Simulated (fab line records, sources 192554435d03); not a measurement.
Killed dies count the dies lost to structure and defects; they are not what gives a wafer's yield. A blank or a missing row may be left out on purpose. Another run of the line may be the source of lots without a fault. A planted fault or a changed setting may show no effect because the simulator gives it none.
Chamber matching | flow n5_finfet | rie_diel-05 running N5_BEOL_M1_ETCHBACK_99: 4 sister chambers
The step etches SiO2 in CHF3, target depth 5 nm, time 10.4 s. 4 wafers are shown with their chamber, then 12 later ones without.

## WAFERS PAIRED WITH THEIR CHAMBERS
wafer  | chamber | throttle_valve_pct (%)
L083.2 | 1       | 16.93
L086.5 | 0       | 17.51
L089.5 | 2       | 17.16
L089.6 | 3       | 17.58

## WAFERS MISSING THEIR CHAMBER
wafer  | throttle_valve_pct (%)
L093.1 | 16.96
L093.2 | 17.58
L093.3 | 17.52
L094.2 | 17.18
L094.4 | 17.55
L094.5 | 17.17
L095.1 | 16.96
L095.2 | 17.19
L095.3 | 17.59
L097.1 | 17.58
L097.3 | 16.97
L097.6 | 17.53

## THE CHAMBER EACH PASSED THROUGH
wafer  | from the rows above     | in truth
L093.1 | 1                       | 1
L093.2 | 3                       | 3
L093.3 | 0                       | 0
L094.2 | 2                       | 2
L094.4 | can't be placed: 3 or 0 | 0
L094.5 | 2                       | 2
L095.1 | 1                       | 1
L095.2 | 2                       | 2
L095.3 | 3                       | 3
L097.1 | 3                       | 3
L097.3 | 1                       | 1
L097.6 | can't be placed: 0 or 3 | 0
Placed correctly: 10 of 12. Not placeable from these rows: 2 (in 2, the candidates include the true chamber). Number placed wrongly: 0.
How it was worked out, from the rows above alone: a wafer's distance from a chamber is the root of the sum, over the readings, of the square of ((its reading less the chamber's mean) divided by the reading's scatter). If the next closest chamber is less than 2 further off than the closest, the wafer can't be placed; otherwise it belongs to the closest. For every chamber, the mean is computed from those of its wafers that are shown. The scatter: with one shown wafer a chamber, the root of the mean of the squares of how far each hidden wafer lies from its nearest shown one.
